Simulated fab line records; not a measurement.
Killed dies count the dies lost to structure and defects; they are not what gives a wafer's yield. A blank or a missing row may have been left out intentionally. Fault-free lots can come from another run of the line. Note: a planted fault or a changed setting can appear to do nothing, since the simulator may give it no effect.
Which tool was responsible? | flow nand-harc | Sampling: 13 lots, 39 wafers, 5 of 1302 route steps

WHAT THE GAUGES SHOWED, per wafer
NHARC_END_SORT_01.
lot  | measured     | on        | killed-at-array | killed-at-other | killed-at-periphery | killed-dies | killed-open | killed-short
L306 | day 25 04:38 | prober-02 | 70 75 72        | 0 1 0           | 5 3 2               | 75 79 74    | 3 4 7       | 1 6 4
L308 | day 25 13:07 | prober-01 | 79 80 57        | 0 4 3           | 4 1 0               | 83 85 60    | 8 2 3       | 1 2 3
L310 | day 25 17:34 | prober-02 | 106 90 90       | 1 0 0           | 1 3 3               | 108 93 93   | 3 5 4       | 2 3 3
L311 | day 25 21:46 | prober-01 | 27 19 17        | 0 1 0           | 5 6 7               | 32 26 24    | 2 5 2       | 5 2 2
L312 | day 26 13:50 | prober-02 | 39 56 46        | 0 0 0           | 5 3 3               | 44 59 49    | 2 3 3       | 4 2 3
L315 | day 28 15:37 | prober-01 | 61 54 63        | 0 2 1           | 1 2 2               | 62 58 66    | 2 3 2       | 2 1 5
L319 | day 30 10:48 | prober-01 | 80 73 77        | 3 1 0           | 6 6 7               | 89 80 84    | 2 2 2       | 4 2 3
L323 | day 31 12:52 | prober-01 | 46 52 65        | 0 1 2           | 7 2 1               | 53 55 68    | 2 3 3       | 4 3 6
L324 | day 32 14:59 | prober-01 | 61 54 57        | 0 0 0           | 2 2 1               | 63 56 58    | 6 4 2       | 3 2 4
L325 | day 32 08:44 | prober-01 | 81 98 102       | 1 1 0           | 1 0 1               | 83 99 103   | 3 5 5       | 4 1 2
L327 | day 33 11:40 | prober-01 | 61 56 68        | 0 0 0           | 2 1 6               | 63 57 74    | 0 3 5       | 2 5 3
L328 | day 33 03:03 | prober-01 | 59 53 44        | 2 1 5           | 0 2 4               | 61 56 53    | 4 2 4       | 5 0 2
L329 | day 34 04:56 | prober-01 | 47 60 61        | 2 0 2           | 12 2 2              | 61 62 65    | 4 3 5       | 1 2 0

TOOL THAT RAN EACH LOT (tool first, then ch and the chambers of the sampled wafers, then the start)
lot  | NHARC_P_GATE_DESCUM_93             | NHARC_P_GATE_STRIP_113               | NHARC_P_GATE_RTA_80              | NHARC_P_CONTACT_SOFTBAKE_07
L306 | rie-diel-07 ch 0,2, day 5 16:53    | plasma-asher-01 ch 1, day 5 17:15    | rtp-anneal-01 ch 0, day 5 19:08  | litho-track-06 ch 0, day 5 20:00
L308 | rie-diel-02 ch 1,2,3, day 6 12:13  | plasma-asher-02 ch 1, day 6 12:35    | rtp-anneal-02 ch 0, day 6 14:29  | litho-track-06 ch 0, day 6 16:00
L310 | rie-diel-10 ch 0,1, day 7 08:27    | plasma-asher-01 ch 0,1, day 7 08:56  | rtp-anneal-02 ch 0, day 7 10:44  | litho-track-06 ch 0, day 7 12:00
L311 | rie-diel-10 ch 1,2, day 7 15:37    | plasma-asher-01 ch 0,1, day 7 16:13  | rtp-anneal-01 ch 0, day 7 17:59  | litho-track-04 ch 0, day 7 19:00
L312 | rie-diel-10 ch 0,1,2, day 8 03:26  | plasma-asher-02 ch 0,1, day 8 03:49  | rtp-anneal-01 ch 0, day 8 05:46  | litho-track-01 ch 0, day 8 07:00
L315 | rie-diel-07 ch 0,2, day 10 00:08   | plasma-asher-01 ch 0,1, day 10 00:31 | rtp-anneal-02 ch 0, day 10 02:28 | litho-track-01 ch 0, day 10 04:00
L319 | rie-diel-02 ch 1,2, day 11 15:46   | plasma-asher-01 ch 0, day 11 16:34   | rtp-anneal-02 ch 0, day 11 18:28 | litho-track-01 ch 0, day 11 20:00
L323 | rie-diel-02 ch 0,2, day 12 13:22   | plasma-asher-01 ch 0,1, day 12 13:43 | rtp-anneal-01 ch 0, day 12 15:49 | litho-track-01 ch 0, day 12 17:00
L324 | rie-diel-02 ch 0,1,3, day 13 02:08 | plasma-asher-02 ch 0,1, day 13 02:30 | rtp-anneal-02 ch 0, day 13 04:23 | litho-track-01 ch 0, day 13 06:00
L325 | rie-diel-10 ch 1,2, day 13 12:30   | plasma-asher-02 ch 0,1, day 13 13:06 | rtp-anneal-02 ch 0, day 13 14:47 | litho-track-06 ch 0, day 13 16:00
L327 | rie-diel-10 ch 2,3, day 14 13:54   | plasma-asher-02 ch 0,1, day 14 14:24 | rtp-anneal-02 ch 0, day 14 16:11 | litho-track-06 ch 0, day 14 18:00
L328 | rie-diel-07 ch 0,2,3, day 14 19:45 | plasma-asher-01 ch 0,1, day 14 20:13 | rtp-anneal-01 ch 0, day 14 21:59 | litho-track-06 ch 0, day 14 23:00
L329 | rie-diel-02 ch 0,1, day 15 03:01   | plasma-asher-02 ch 0,1, day 15 03:43 | rtp-anneal-02 ch 0, day 15 05:29 | litho-track-04 ch 0, day 15 07:00
- NHARC_P_GATE_DESCUM_93: chemistry O2, time 3 s.
- NHARC_P_GATE_STRIP_113: strips in N2/H2, time 740 s.
- NHARC_P_GATE_RTA_80: time 30 s.
- NHARC_P_CONTACT_SOFTBAKE_07: time 55 s.

WHAT THE TOOLS THEMSELVES READ (means of the sampled wafers that have a number; where no wafer has one, the mark that the record gives instead)
NHARC_P_GATE_DESCUM_93.
lot  | tool        | drypump-motor-current-A (A) | oes-product-au (a.u.) | rf-vpp-V (V) | showerhead-plenum-p-Torr (Torr) | throttle-valve-pct (%)
L306 | rie-diel-07 | 5.7                         | 1.007                 | 58.4         | 2.01                            | 11.335
L308 | rie-diel-02 | 5.5                         | 0.994                 | 58.0         | 1.91                            | 11.323
L310 | rie-diel-10 | 5.8                         | 0.989                 | 57.2         | 1.85                            | 11.308
L311 | rie-diel-10 | 5.1                         | 0.998                 | 58.0         | 2.01                            | 11.311
L312 | rie-diel-10 | 5.5                         | 1.003                 | 58.0         | 1.93                            | 11.315
L315 | rie-diel-07 | 5.7                         | 1.004                 | 58.4         | 2.01                            | 11.312
L319 | rie-diel-02 | 5.1                         | 1.001                 | 57.2         | 1.87                            | 11.308
L323 | rie-diel-02 | 5.7                         | 1.005                 | 57.1         | 1.91                            | 11.322
L324 | rie-diel-02 | 5.6                         | 0.998                 | 57.9         | 1.90                            | 11.325
L325 | rie-diel-10 | 5.5                         | 0.998                 | 58.4         | 1.98                            | 11.306
L327 | rie-diel-10 | 5.4                         | 0.996                 | 57.6         | 1.88                            | 11.312
L328 | rie-diel-07 | 5.9                         | 1.004                 | 57.3         | 1.94                            | 11.308
L329 | rie-diel-02 | 5.3                         | 0.997                 | 57.3         | 1.86                            | 11.307

NHARC_P_GATE_STRIP_113.
lot  | tool            | drypump-motor-current-A (A) | heater-power-w (W) | rf-refl-power-W (W)
L306 | plasma-asher-01 | 5.7                         | 86                 | 12
L308 | plasma-asher-02 | 6.1                         | 91                 | 18
L310 | plasma-asher-01 | 5.6                         | 86                 | 16
L311 | plasma-asher-01 | 5.6                         | 87                 | 16
L312 | plasma-asher-02 | 5.8                         | 99                 | 21
L315 | plasma-asher-01 | 5.6                         | 87                 | 15
L319 | plasma-asher-01 | 5.4                         | 85                 | 25
L323 | plasma-asher-01 | 5.5                         | 87                 | 20
L324 | plasma-asher-02 | 5.9                         | 101                | 21
L325 | plasma-asher-02 | 5.9                         | 102                | 21
L327 | plasma-asher-02 | 5.6                         | 106                | 24
L328 | plasma-asher-01 | 5.6                         | 87                 | 16
L329 | plasma-asher-02 | 5.8                         | 101                | 21

NHARC_P_GATE_RTA_80.
lot  | tool          | lamp-power-pct (%) | lamp_zone_4_pct (%) | wafer_temp_C_max
L306 | rtp-anneal-01 | 2.32               | 2.32                | 301.85
L308 | rtp-anneal-02 | 1.90               | 1.90                | 301.44
L310 | rtp-anneal-02 | 1.90               | 1.90                | 301.78
L311 | rtp-anneal-01 | 2.31               | 2.31                | 301.65
L312 | rtp-anneal-01 | 2.31               | 2.31                | 301.39
L315 | rtp-anneal-02 | 1.91               | 1.91                | 301.43
L319 | rtp-anneal-02 | 1.89               | 1.90                | 301.80
L323 | rtp-anneal-01 | 2.31               | 2.31                | 301.36
L324 | rtp-anneal-02 | 1.90               | 1.90                | 301.36
L325 | rtp-anneal-02 | 1.90               | 1.90                | 301.38
L327 | rtp-anneal-02 | 1.90               | 1.90                | 301.58
L328 | rtp-anneal-01 | 2.31               | 2.31                | 301.42
L329 | rtp-anneal-02 | 1.90               | 1.90                | 301.52

NHARC_P_CONTACT_SOFTBAKE_07.
lot  | tool           | heater-power-total-W (W)
L306 | litho-track-06 | 188.43
L308 | litho-track-06 | 188.48
L310 | litho-track-06 | 188.39
L311 | litho-track-04 | 188.68
L312 | litho-track-01 | 188.40
L315 | litho-track-01 | 188.48
L319 | litho-track-01 | 193.10
L323 | litho-track-01 | 193.15
L324 | litho-track-01 | 193.23
L325 | litho-track-06 | 188.54
L327 | litho-track-06 | 188.38
L328 | litho-track-06 | 188.63
L329 | litho-track-04 | 188.35

THE ANSWER, worked out from the rows above alone
Rule: the lots themselves supply what counts as usual. Put in order of their means at a reading, lots are off if they are a third of the lots or fewer, leave a main group of 4 or more, and stand apart from it by a gap of 3 or more times the standard deviation of the main group's means; of several such gaps the widest counts. A main group is skipped when, at the precision printed for the reading in the tables above, its means are all equal. A lot without any number at a reading at which 4 lots or more have one is off too. Where the step has rows for the other lots, those lots are counted as sound. Order of review: gauges by route order, followed by the tools' own readings, for which a lot's mean as printed above is used. At the first step where some lot is off, the reading lying furthest off is the one used; lots without a number count as furthest.
Off at NHARC_P_CONTACT_SOFTBAKE_07 (heater-power-total-W): L319, L323, L324. The main group: mean 188.48 W, standard deviation 0.1.
If a tool, at that step or one of the process steps before it, ran each lot that is off and ran no sound lot following the first of them, it fits. One candidate fits, namely litho-track-01 at NHARC_P_CONTACT_SOFTBAKE_07. Its last sound lot is L315 (day 10 04:00), its first lot that is off L319 (day 11 20:00): a fault that began between those two fits.
On the lots that are off, the tool's own readings at NHARC_P_CONTACT_SOFTBAKE_07 differ by more than 5 times the standard deviation of the sound lots' means, which bears it out; heater-power-total-W reads 193.16 W there versus 188.48 W on the sound lots.

WHAT HAD BEEN PUT IN BY THE SIMULATOR
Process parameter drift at NHARC_P_CONTACT_SOFTBAKE_07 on litho-track-01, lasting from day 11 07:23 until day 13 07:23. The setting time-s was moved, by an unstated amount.
Struck lots among those shown: L319, L323, L324. This agrees with what the rule above found.
